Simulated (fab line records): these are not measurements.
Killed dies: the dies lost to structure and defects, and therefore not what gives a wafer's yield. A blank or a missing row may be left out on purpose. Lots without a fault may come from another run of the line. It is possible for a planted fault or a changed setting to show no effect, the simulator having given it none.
fab line records / flow n5-finfet / part 2 of 2: steps 23 to 29 of 29
[record] lots = 5 wafers = 15 last-day = 17
route steps=1938 shown BEOL_M4@1042
lots untouched by any fault: they come from a run of this same line in which no faults occurred
start-h: start of the lot's first displayed wafer, in hours after the record's first day / wait-h: hours since the lot's step before / " repeats the value in the row above / L1.1+2: one row covering several wafers at once / - value missing, or start not given / * or withheld: withheld / < > ~ a bound
route shown NAME@n: names a module that has steps shown in the file, with the first one's number in the route / usual: mean/standard deviation of fault-free wafers / same: alike in all rows / chamber/n: place in a boat / sites: readings site by site / _std_site: the standard deviation of these / _edge_site: outer sites' mean less inner sites' / radius-mm: for every site, how far away it sits from the centre of the wafer / mask NAME#n: copy n / behind: the most recent tool/chamber to have shaped the wafer / hold: cause of the lot's hold/its duration in hours/its outcome / device: the transistor (n, p or np) that didn't switch / end of line: at the end of the route, the tests of the same wafers / for a step that has no rows: nothing shown but its recipe / killed: at the first sort, the dies lost to defects and structure; wafer yield is something else / map: the dies of a wafer, with x for killed, . for not killed, _ for no die there
set.NAME: the setting as run; set.NAME@STEP: as run at that earlier step / model.NAME: the simulator's own value behind a step, which no gauge read
a table for each step, a row for each wafer; lots at some steps of the route
services: from which hour (start-h, from the record's first day; less than 0 if before it) a tool's chamber was out of use, for how many hours, and why
[[steps]]
[step N5_BEOL_M4_ETCH_70]
[recipe] chemistry = N2/H2 target = SOC target-depth-a = 800 overetch-a = 240 mask-material = SiARC temp-c = 40 time-s = 130 ion-energy-ev = 200 pressure-mtorr = 30 source-w = 840 bias-w = 150 n2-flow-sccm = 200 h2-flow-sccm = 200
[usual] drypump-motor-current-A = 5.9/0.4 h2-flow-sccm = 200.0/0.59 oes-product-au = 0.61/0.056 rf-vpp-V = 525.2/2.1 showerhead-plenum-p-Torr = 2.59/0.075 throttle-valve-pct = 17.61/0.26
lot.wafer=L080.1 tool=rie-diel-06 chamber=0 start-h=198.65 wait-h=0.0 drypump-motor-current-A=5.9 h2-flow-sccm=200.2 oes-product-au=0.54 rf-hours-counter-h=161 rf-vpp-V=523.0 showerhead-plenum-p-Torr=2.54 throttle-valve-pct=17.64
lot.wafer=L080.2 tool=rie-diel-06 chamber=3 start-h=198.65 wait-h=0.0 drypump-motor-current-A=6.6 h2-flow-sccm=200.2 oes-product-au=0.50 rf-hours-counter-h=241 rf-vpp-V=520.3 showerhead-plenum-p-Torr=2.40 throttle-valve-pct=17.59
lot.wafer=L080.6 tool=rie-diel-06 chamber=1 start-h=198.65 wait-h=0.0 drypump-motor-current-A=6.4 h2-flow-sccm=200.9 oes-product-au=0.63 rf-hours-counter-h=- rf-vpp-V=527.2 showerhead-plenum-p-Torr=2.69 throttle-valve-pct=17.73
lot.wafer=L082.2 tool=rie-diel-04 chamber=1 start-h=213.63 wait-h=0.0 drypump-motor-current-A=6.0 h2-flow-sccm=199.5 oes-product-au=0.62 rf-hours-counter-h=71 rf-vpp-V=525.7 showerhead-plenum-p-Torr=2.58 throttle-valve-pct=17.38
lot.wafer=L082.3 tool=rie-diel-04 chamber=0 start-h=213.63 wait-h=0.0 drypump-motor-current-A=5.4 h2-flow-sccm=200.0 oes-product-au=0.64 rf-hours-counter-h=59 rf-vpp-V=522.6 showerhead-plenum-p-Torr=2.57 throttle-valve-pct=17.59
lot.wafer=L082.5 tool=rie-diel-04 chamber=3 start-h=213.63 wait-h=0.0 drypump-motor-current-A=5.6 h2-flow-sccm=199.6 oes-product-au=0.67 rf-hours-counter-h=- rf-vpp-V=525.4 showerhead-plenum-p-Torr=2.59 throttle-valve-pct=17.42
lot.wafer=L090.1 tool=rie-diel-06 chamber=3 start-h=261.14 wait-h=0.0 drypump-motor-current-A=6.6 h2-flow-sccm=200.1 oes-product-au=0.72 rf-hours-counter-h=3 rf-vpp-V=529.3 showerhead-plenum-p-Torr=2.72 throttle-valve-pct=17.17
lot.wafer=L090.4 tool=rie-diel-06 chamber=1 start-h=261.14 wait-h=0.0 drypump-motor-current-A=6.5 h2-flow-sccm=199.1 oes-product-au=0.61 rf-hours-counter-h=93 rf-vpp-V=526.8 showerhead-plenum-p-Torr=2.68 throttle-valve-pct=17.79
lot.wafer=L090.5 tool=rie-diel-06 chamber=3 start-h=261.14 wait-h=0.0 drypump-motor-current-A=6.6 h2-flow-sccm=199.3 oes-product-au=0.72 rf-hours-counter-h=- rf-vpp-V=529.4 showerhead-plenum-p-Torr=2.72 throttle-valve-pct=17.18
lot.wafer=L094.2 tool=rie-diel-06 chamber=3 start-h=291.57 wait-h=0.0 drypump-motor-current-A=6.6 h2-flow-sccm=200.7 oes-product-au=0.69 rf-hours-counter-h=14 rf-vpp-V=527.0 showerhead-plenum-p-Torr=2.71 throttle-valve-pct=17.21
lot.wafer=L094.5 tool=rie-diel-06 chamber=3 start-h=291.57 wait-h=0.0 drypump-motor-current-A=6.6 h2-flow-sccm=200.1 oes-product-au=0.69 rf-hours-counter-h=- rf-vpp-V=528.2 showerhead-plenum-p-Torr=2.71 throttle-valve-pct=17.18
lot.wafer=L094.6 tool=rie-diel-06 chamber=1 start-h=291.57 wait-h=0.0 drypump-motor-current-A=6.5 h2-flow-sccm=200.9 oes-product-au=0.60 rf-hours-counter-h=- rf-vpp-V=525.7 showerhead-plenum-p-Torr=2.68 throttle-valve-pct=17.78
lot.wafer=L097.1 tool=rie-diel-06 chamber=1 start-h=308.52 wait-h=0.0 drypump-motor-current-A=6.5 h2-flow-sccm=199.4 oes-product-au=0.60 rf-hours-counter-h=106 rf-vpp-V=527.7 showerhead-plenum-p-Torr=2.67 throttle-valve-pct=17.79
lot.wafer=L097.2 tool=rie-diel-06 chamber=2 start-h=308.52 wait-h=0.0 drypump-motor-current-A=5.6 h2-flow-sccm=200.1 oes-product-au=0.54 rf-hours-counter-h=196 rf-vpp-V=520.3 showerhead-plenum-p-Torr=2.42 throttle-valve-pct=17.89
lot.wafer=L097.5 tool=rie-diel-06 chamber=1 start-h=308.52 wait-h=0.0 drypump-motor-current-A=6.5 h2-flow-sccm=198.9 oes-product-au=0.59 rf-hours-counter-h=- rf-vpp-V=527.9 showerhead-plenum-p-Torr=2.67 throttle-valve-pct=17.78
[step N5_BEOL_M4_STRIP_71]
[recipe] chemistry = N2/H2 temp-c = 40 n2-flow-sccm = 200 h2-flow-sccm = 200 rf-frequency-hz = 6e+07
lot.wafer=L080.1+2+6 tool=rie-diel-06 chamber=0,3,1 start-h=198.73 wait-h=0.0
lot.wafer=L082.2+3+5 tool=rie-diel-04 chamber=1,0,3 start-h=213.71 wait-h=0.0
lot.wafer=L090.1+4+5 tool=rie-diel-06 chamber=3,1,3 start-h=261.22 wait-h=0.0
lot.wafer=L094.2+5+6 tool=rie-diel-06 chamber=3,3,1 start-h=291.66 wait-h=0.0
lot.wafer=L097.1+2+5 tool=rie-diel-06 chamber=1,2,1 start-h=308.61 wait-h=0.0
[step N5_BEOL_M4_STRIP_78]
[recipe] chemistry = N2/H2 temp-c = 40 n2-flow-sccm = 200 h2-flow-sccm = 200 rf-frequency-hz = 6e+07
lot.wafer=L080.1+2+6 tool=rie-diel-06 chamber=0,3,1 start-h=198.74 wait-h=0.0
lot.wafer=L082.2+3+5 tool=rie-diel-04 chamber=1,0,3 start-h=213.72 wait-h=0.0
lot.wafer=L090.1+4+5 tool=rie-diel-06 chamber=3,1,3 start-h=261.23 wait-h=0.0
lot.wafer=L094.2+5+6 tool=rie-diel-06 chamber=3,3,1 start-h=291.67 wait-h=0.0
lot.wafer=L097.1+2+5 tool=rie-diel-06 chamber=1,2,1 start-h=308.62 wait-h=0.0
[step N5_BEOL_M4_VIA_ETCH_34]
[recipe] chemistry = C4F6/O2 target-depth-a = 694 mask-material = SOC pressure-mtorr = 15 ion-energy-ev = 250 taper-deg = 4 time-s = 65.9 source-w = 350 bias-w = 170 Ar_flow_sccm = 300 C4F6_flow_sccm = 10 O2_flow_sccm = 10
[usual] drypump-motor-current-A = 5.8/0.4 oes-product-au = 0.83/0.08 rf-vpp-V = 669/6.6 showerhead-plenum-p-Torr = 2.89/0.078 throttle-valve-pct = 30.53/0.29
lot.wafer=L080.1 tool=rie-diel-06 chamber=0 start-h=198.75 wait-h=0.0 drypump-motor-current-A=5.9 oes-product-au=0.72 rf-hours-counter-h=161 rf-vpp-V=656 showerhead-plenum-p-Torr=2.83 throttle-valve-pct=30.50
lot.wafer=L080.2 tool=rie-diel-06 chamber=3 start-h=198.75 wait-h=0.0 drypump-motor-current-A=6.6 oes-product-au=0.68 rf-hours-counter-h=241 rf-vpp-V=662 showerhead-plenum-p-Torr=2.68 throttle-valve-pct=30.35
lot.wafer=L080.6 tool=rie-diel-06 chamber=1 start-h=198.75 wait-h=0.0 drypump-motor-current-A=6.4 oes-product-au=0.85 rf-hours-counter-h=- rf-vpp-V=666 showerhead-plenum-p-Torr=2.99 throttle-valve-pct=30.60
lot.wafer=L082.2 tool=rie-diel-04 chamber=1 start-h=213.73 wait-h=0.0 drypump-motor-current-A=6.0 oes-product-au=0.84 rf-hours-counter-h=71 rf-vpp-V=669 showerhead-plenum-p-Torr=2.88 throttle-valve-pct=30.29
lot.wafer=L082.3 tool=rie-diel-04 chamber=0 start-h=213.73 wait-h=0.0 drypump-motor-current-A=5.4 oes-product-au=0.85 rf-hours-counter-h=59 rf-vpp-V=681 showerhead-plenum-p-Torr=2.89 throttle-valve-pct=30.65
lot.wafer=L082.5 tool=rie-diel-04 chamber=3 start-h=213.73 wait-h=0.0 drypump-motor-current-A=5.6 oes-product-au=0.92 rf-hours-counter-h=- rf-vpp-V=670 showerhead-plenum-p-Torr=2.90 throttle-valve-pct=30.37
lot.wafer=L090.1 tool=rie-diel-06 chamber=3 start-h=261.24 wait-h=0.0 drypump-motor-current-A=6.7 oes-product-au=1.00 rf-hours-counter-h=3 rf-vpp-V=674 showerhead-plenum-p-Torr=3.02 throttle-valve-pct=30.04
lot.wafer=L090.4 tool=rie-diel-06 chamber=1 start-h=261.24 wait-h=0.0 drypump-motor-current-A=6.5 oes-product-au=0.83 rf-hours-counter-h=93 rf-vpp-V=665 showerhead-plenum-p-Torr=2.98 throttle-valve-pct=30.61
lot.wafer=L090.5 tool=rie-diel-06 chamber=3 start-h=261.24 wait-h=0.0 drypump-motor-current-A=6.6 oes-product-au=0.99 rf-hours-counter-h=- rf-vpp-V=674 showerhead-plenum-p-Torr=3.02 throttle-valve-pct=30.02
lot.wafer=L094.2 tool=rie-diel-06 chamber=3 start-h=291.68 wait-h=0.0 drypump-motor-current-A=6.6 oes-product-au=0.95 rf-hours-counter-h=14 rf-vpp-V=675 showerhead-plenum-p-Torr=3.01 throttle-valve-pct=30.04
lot.wafer=L094.5 tool=rie-diel-06 chamber=3 start-h=291.68 wait-h=0.0 drypump-motor-current-A=6.6 oes-product-au=0.95 rf-hours-counter-h=- rf-vpp-V=674 showerhead-plenum-p-Torr=3.01 throttle-valve-pct=30.04
lot.wafer=L094.6 tool=rie-diel-06 chamber=1 start-h=291.68 wait-h=0.0 drypump-motor-current-A=6.4 oes-product-au=0.82 rf-hours-counter-h=- rf-vpp-V=665 showerhead-plenum-p-Torr=2.98 throttle-valve-pct=30.62
lot.wafer=L097.1 tool=rie-diel-06 chamber=1 start-h=308.63 wait-h=0.0 drypump-motor-current-A=6.4 oes-product-au=0.81 rf-hours-counter-h=106 rf-vpp-V=666 showerhead-plenum-p-Torr=2.97 throttle-valve-pct=30.64
lot.wafer=L097.2 tool=rie-diel-06 chamber=2 start-h=308.63 wait-h=0.0 drypump-motor-current-A=5.6 oes-product-au=0.73 rf-hours-counter-h=196 rf-vpp-V=662 showerhead-plenum-p-Torr=2.71 throttle-valve-pct=30.77
lot.wafer=L097.5 tool=rie-diel-06 chamber=1 start-h=308.63 wait-h=0.0 drypump-motor-current-A=6.5 oes-product-au=0.81 rf-hours-counter-h=- rf-vpp-V=666 showerhead-plenum-p-Torr=2.97 throttle-valve-pct=30.62
[step N5_BEOL_M4_STRIP_83]
[recipe] chemistry = C4F6/O2 resist = SiARC rf-frequency-hz = 6e+07
lot.wafer=L080.1+2+6 tool=rie-diel-06 chamber=0,3,1 start-h=198.80 wait-h=0.0
lot.wafer=L082.2+3+5 tool=rie-diel-04 chamber=1,0,3 start-h=213.78 wait-h=0.0
lot.wafer=L090.1+4+5 tool=rie-diel-06 chamber=3,1,3 start-h=261.30 wait-h=0.0
lot.wafer=L094.2+5+6 tool=rie-diel-06 chamber=3,3,1 start-h=291.73 wait-h=0.0
lot.wafer=L097.1+2+5 tool=rie-diel-06 chamber=1,2,1 start-h=308.68 wait-h=0.0
[step N5_BEOL_M4_STRIP_36]
[recipe] chemistry = N2/H2 power-w = 450 temp-c = 40 pressure-mtorr = 20 rf-frequency-hz = 6e+07 overash-fraction = 0.3 bias-power-w = 7 h2-frac = 0.5 n2-flow-sccm = 200 h2-flow-sccm = 200
[usual] drypump-motor-current-A = 5.9/0.4 h2-flow-sccm = 200.0/0.55 oes-product-au = 0.83/0.079 rf-vpp-V = 59.4/1.5 showerhead-plenum-p-Torr = 2.59/0.075 throttle-valve-pct = 23.4/0.31
lot.wafer=L080.1 tool=rie-diel-06 chamber=0 start-h=198.81 wait-h=0.0 drypump-motor-current-A=5.9 h2-flow-sccm=200.2 oes-product-au=0.72 rf-hours-counter-h=161 rf-vpp-V=62.9 showerhead-plenum-p-Torr=2.53 throttle-valve-pct=23.4
lot.wafer=L080.2 tool=rie-diel-06 chamber=3 start-h=198.81 wait-h=0.0 drypump-motor-current-A=6.6 h2-flow-sccm=199.8 oes-product-au=0.68 rf-hours-counter-h=241 rf-vpp-V=57.8 showerhead-plenum-p-Torr=2.40 throttle-valve-pct=23.3
lot.wafer=L080.6 tool=rie-diel-06 chamber=1 start-h=198.81 wait-h=0.0 drypump-motor-current-A=6.5 h2-flow-sccm=200.2 oes-product-au=0.86 rf-hours-counter-h=- rf-vpp-V=57.7 showerhead-plenum-p-Torr=2.68 throttle-valve-pct=23.6
lot.wafer=L082.2 tool=rie-diel-04 chamber=1 start-h=213.79 wait-h=0.0 drypump-motor-current-A=6.0 h2-flow-sccm=200.6 oes-product-au=0.83 rf-hours-counter-h=71 rf-vpp-V=56.6 showerhead-plenum-p-Torr=2.58 throttle-valve-pct=23.2
lot.wafer=L082.3 tool=rie-diel-04 chamber=0 start-h=213.79 wait-h=0.0 drypump-motor-current-A=5.4 h2-flow-sccm=199.6 oes-product-au=0.86 rf-hours-counter-h=59 rf-vpp-V=59.6 showerhead-plenum-p-Torr=2.57 throttle-valve-pct=23.3
lot.wafer=L082.5 tool=rie-diel-04 chamber=3 start-h=213.79 wait-h=0.0 drypump-motor-current-A=5.6 h2-flow-sccm=200.4 oes-product-au=0.93 rf-hours-counter-h=- rf-vpp-V=60.9 showerhead-plenum-p-Torr=2.59 throttle-valve-pct=23.2
lot.wafer=L090.1 tool=rie-diel-06 chamber=3 start-h=261.31 wait-h=0.0 drypump-motor-current-A=6.6 h2-flow-sccm=199.9 oes-product-au=0.98 rf-hours-counter-h=3 rf-vpp-V=59.9 showerhead-plenum-p-Torr=2.71 throttle-valve-pct=23.0
lot.wafer=L090.4 tool=rie-diel-06 chamber=1 start-h=261.31 wait-h=0.0 drypump-motor-current-A=6.5 h2-flow-sccm=200.6 oes-product-au=0.83 rf-hours-counter-h=93 rf-vpp-V=57.5 showerhead-plenum-p-Torr=2.67 throttle-valve-pct=23.6
lot.wafer=L090.5 tool=rie-diel-06 chamber=3 start-h=261.31 wait-h=0.0 drypump-motor-current-A=6.6 h2-flow-sccm=200.0 oes-product-au=1.00 rf-hours-counter-h=- rf-vpp-V=61.8 showerhead-plenum-p-Torr=2.71 throttle-valve-pct=23.0
lot.wafer=L094.2 tool=rie-diel-06 chamber=3 start-h=291.74 wait-h=0.0 drypump-motor-current-A=6.6 h2-flow-sccm=200.1 oes-product-au=0.93 rf-hours-counter-h=14 rf-vpp-V=58.1 showerhead-plenum-p-Torr=2.71 throttle-valve-pct=23.0
lot.wafer=L094.5 tool=rie-diel-06 chamber=3 start-h=291.74 wait-h=0.0 drypump-motor-current-A=6.6 h2-flow-sccm=200.0 oes-product-au=0.95 rf-hours-counter-h=- rf-vpp-V=61.0 showerhead-plenum-p-Torr=2.71 throttle-valve-pct=23.0
lot.wafer=L094.6 tool=rie-diel-06 chamber=1 start-h=291.74 wait-h=0.0 drypump-motor-current-A=6.4 h2-flow-sccm=200.8 oes-product-au=0.81 rf-hours-counter-h=- rf-vpp-V=61.3 showerhead-plenum-p-Torr=2.67 throttle-valve-pct=23.6
lot.wafer=L097.1 tool=rie-diel-06 chamber=1 start-h=308.69 wait-h=0.0 drypump-motor-current-A=6.5 h2-flow-sccm=199.9 oes-product-au=0.82 rf-hours-counter-h=106 rf-vpp-V=59.5 showerhead-plenum-p-Torr=2.67 throttle-valve-pct=23.6
lot.wafer=L097.2 tool=rie-diel-06 chamber=2 start-h=308.69 wait-h=0.0 drypump-motor-current-A=5.6 h2-flow-sccm=200.4 oes-product-au=0.74 rf-hours-counter-h=196 rf-vpp-V=57.3 showerhead-plenum-p-Torr=2.42 throttle-valve-pct=23.6
lot.wafer=L097.5 tool=rie-diel-06 chamber=1 start-h=308.69 wait-h=0.0 drypump-motor-current-A=6.5 h2-flow-sccm=199.4 oes-product-au=0.82 rf-hours-counter-h=- rf-vpp-V=59.4 showerhead-plenum-p-Torr=2.67 throttle-valve-pct=23.6
[step N5_BEOL_M4_TRENCH_ETCH_37]
[recipe] chemistry = C4F6/O2 target-depth-a = 555.55 target = SiOC time-s = 29.2 ion-energy-ev = 250 pressure-mtorr = 30 source-w = 355 bias-w = 185 Ar_flow_sccm = 300 C4F6_flow_sccm = 10 O2_flow_sccm = 10
[usual] drypump-motor-current-A = 5.8/0.4 oes-product-au = 0.83/0.08 rf-vpp-V = 669/6.6 showerhead-plenum-p-Torr = 2.90/0.078 throttle-valve-pct = 20.66/0.26
lot.wafer=L080.1 tool=rie-diel-06 chamber=0 start-h=- wait-h=- drypump-motor-current-A=5.9 oes-product-au=0.72 rf-hours-counter-h=161 rf-vpp-V=657 showerhead-plenum-p-Torr=2.84 throttle-valve-pct=20.65
lot.wafer=L080.2 tool=rie-diel-06 chamber=3 start-h=- wait-h=- drypump-motor-current-A=6.6 oes-product-au=0.68 rf-hours-counter-h=241 rf-vpp-V=663 showerhead-plenum-p-Torr=2.69 throttle-valve-pct=20.53
lot.wafer=L080.6 tool=rie-diel-06 chamber=1 start-h=- wait-h=- drypump-motor-current-A=6.5 oes-product-au=0.85 rf-hours-counter-h=- rf-vpp-V=665 showerhead-plenum-p-Torr=2.99 throttle-valve-pct=20.75
lot.wafer=L082.2 tool=rie-diel-04 chamber=1 start-h=- wait-h=- drypump-motor-current-A=6.0 oes-product-au=0.85 rf-hours-counter-h=71 rf-vpp-V=670 showerhead-plenum-p-Torr=2.89 throttle-valve-pct=20.47
lot.wafer=L082.3 tool=rie-diel-04 chamber=0 start-h=- wait-h=- drypump-motor-current-A=5.4 oes-product-au=0.86 rf-hours-counter-h=59 rf-vpp-V=683 showerhead-plenum-p-Torr=2.89 throttle-valve-pct=20.79
lot.wafer=L082.5 tool=rie-diel-04 chamber=3 start-h=- wait-h=- drypump-motor-current-A=5.6 oes-product-au=0.92 rf-hours-counter-h=- rf-vpp-V=671 showerhead-plenum-p-Torr=2.90 throttle-valve-pct=20.49
lot.wafer=L090.1 tool=rie-diel-06 chamber=3 start-h=- wait-h=- drypump-motor-current-A=6.6 oes-product-au=1.00 rf-hours-counter-h=3 rf-vpp-V=673 showerhead-plenum-p-Torr=3.02 throttle-valve-pct=20.15
lot.wafer=L090.4 tool=rie-diel-06 chamber=1 start-h=- wait-h=- drypump-motor-current-A=6.4 oes-product-au=0.83 rf-hours-counter-h=93 rf-vpp-V=665 showerhead-plenum-p-Torr=2.98 throttle-valve-pct=20.79
lot.wafer=L090.5 tool=rie-diel-06 chamber=3 start-h=- wait-h=- drypump-motor-current-A=6.6 oes-product-au=0.99 rf-hours-counter-h=- rf-vpp-V=674 showerhead-plenum-p-Torr=3.02 throttle-valve-pct=20.15
lot.wafer=L094.2 tool=rie-diel-06 chamber=3 start-h=- wait-h=- drypump-motor-current-A=6.6 oes-product-au=0.95 rf-hours-counter-h=14 rf-vpp-V=673 showerhead-plenum-p-Torr=3.02 throttle-valve-pct=20.17
lot.wafer=L094.5 tool=rie-diel-06 chamber=3 start-h=- wait-h=- drypump-motor-current-A=6.6 oes-product-au=0.95 rf-hours-counter-h=- rf-vpp-V=674 showerhead-plenum-p-Torr=3.02 throttle-valve-pct=20.16
lot.wafer=L094.6 tool=rie-diel-06 chamber=1 start-h=- wait-h=- drypump-motor-current-A=6.4 oes-product-au=0.82 rf-hours-counter-h=- rf-vpp-V=665 showerhead-plenum-p-Torr=2.98 throttle-valve-pct=20.79
lot.wafer=L097.1 tool=rie-diel-06 chamber=1 start-h=- wait-h=- drypump-motor-current-A=6.4 oes-product-au=0.81 rf-hours-counter-h=106 rf-vpp-V=666 showerhead-plenum-p-Torr=2.98 throttle-valve-pct=20.82
lot.wafer=L097.2 tool=rie-diel-06 chamber=2 start-h=- wait-h=- drypump-motor-current-A=5.6 oes-product-au=0.73 rf-hours-counter-h=196 rf-vpp-V=662 showerhead-plenum-p-Torr=2.72 throttle-valve-pct=20.93
lot.wafer=L097.5 tool=rie-diel-06 chamber=1 start-h=- wait-h=- drypump-motor-current-A=6.4 oes-product-au=0.81 rf-hours-counter-h=- rf-vpp-V=664 showerhead-plenum-p-Torr=2.98 throttle-valve-pct=20.82
[[services]]
tool=euv-scanner-01 chamber=- start-h=183.00 hours=5.8 kind=pm
tool=euv-scanner-02 chamber=- start-h=198.40 hours=0.4 kind=repair
tool=ald-sin-01 chamber=2 start-h=201.46 hours=2.2 kind=repair
tool=euv-scanner-02 chamber=- start-h=206.08 hours=1.0 kind=pm
tool=ald-sin-01 chamber=0 start-h=220.47 hours=15.2 kind=repair
tool=euv-scanner-01 chamber=- start-h=221.63 hours=1.0 kind=pm
tool=rie-metal-01 chamber=- start-h=224.32 hours=1.4 kind=pm
tool=litho-track-02 chamber=- start-h=226.17 hours=- kind=consumable-replace:filter
tool=euv-scanner-02 chamber=- start-h=227.56 hours=5.2 kind=repair
tool=rie-diel-06 chamber=3 start-h=228.27 hours=- kind=clean
tool=rie-diel-06 chamber=3 start-h=228.27 hours=- kind=consumable-replace:focus-ring
tool=rie-diel-06 chamber=3 start-h=228.27 hours=- kind=consumable-replace:showerhead
tool=rie-diel-06 chamber=3 start-h=228.27 hours=22.3 kind=scheduled-down
tool=rie-diel-06 chamber=3 start-h=228.27 hours=22.3 kind=vent-cycle
tool=euv-scanner-01 chamber=- start-h=236.80 hours=4.6 kind=pm
tool=euv-scanner-01 chamber=- start-h=248.79 hours=1.0 kind=repair
tool=euv-scanner-02 chamber=- start-h=253.67 hours=1.0 kind=pm
tool=ald-sin-04 chamber=2 start-h=254.60 hours=6.7 kind=repair
tool=ald-sin-04 chamber=0 start-h=263.76 hours=4.9 kind=repair
tool=ald-sin-03 chamber=3 start-h=265.01 hours=4.2 kind=repair
tool=rie-metal-03 chamber=0 start-h=265.79 hours=4.4 kind=repair
tool=ald-sin-03 chamber=- start-h=267.83 hours=1.2 kind=repair
tool=ald-sin-01 chamber=- start-h=269.45 hours=14.0 kind=pm
tool=euv-scanner-01 chamber=- start-h=277.78 hours=1.0 kind=pm
